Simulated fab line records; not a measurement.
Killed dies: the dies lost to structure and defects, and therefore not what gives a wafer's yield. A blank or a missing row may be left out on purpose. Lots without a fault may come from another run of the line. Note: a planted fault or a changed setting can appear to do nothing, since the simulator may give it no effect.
Chamber matching    flow n5_finfet    N5_WELL_APT_DESCUM_30 on rie_diel-05: 4 sister chambers
The step chemistry O2, time 7.9 s. 8 wafers are shown with their chamber, then 8 later ones without.

WAFERS PAIRED WITH THEIR CHAMBERS
wafer   chamber  drypump_motor_current_A (A)  throttle_valve_pct (%)
L077.4  1        5.4                          20.58
L079.3  2        6.3                          20.64
L083.3  0        5.2                          19.98
L083.6  0        5.2                          19.99
L091.2  2        6.2                          20.66
L091.3  1        5.4                          20.63
L091.5  3        4.8                          20.39
L092.1  3        4.8                          20.38

WAFERS MISSING THEIR CHAMBER
wafer   drypump_motor_current_A (A)  throttle_valve_pct (%)
L092.4  5.4                          20.64
L092.6  4.8                          20.37
L094.3  4.8                          20.39
L094.4  5.4                          20.64
L094.6  4.8                          20.38
L096.1  6.2                          20.69
L096.2  5.4                          20.63
L096.4  4.8                          20.38

THE CHAMBER EACH PASSED THROUGH
wafer   from the rows above  in truth
L092.4  1                    1
L092.6  3                    3
L094.3  3                    3
L094.4  1                    1
L094.6  3                    3
L096.1  2                    2
L096.2  1                    1
L096.4  3                    3
Correct placement for 8 of the 8. Can't be placed from these rows: 0. 0 placed wrongly.
How it was worked out, from the rows above alone: a wafer's distance from a chamber is the root of the sum, over the readings, of the square of ((its reading less the chamber's mean) divided by the reading's scatter). The wafer belongs to the nearest chamber; if the next one is less than 2 further off, it can't be placed. For every chamber, the mean is computed from those of its wafers that are shown. The scatter: the root of (the sum of the squares of (reading less its chamber's mean) over the shown wafers, divided by (wafers less chambers)).
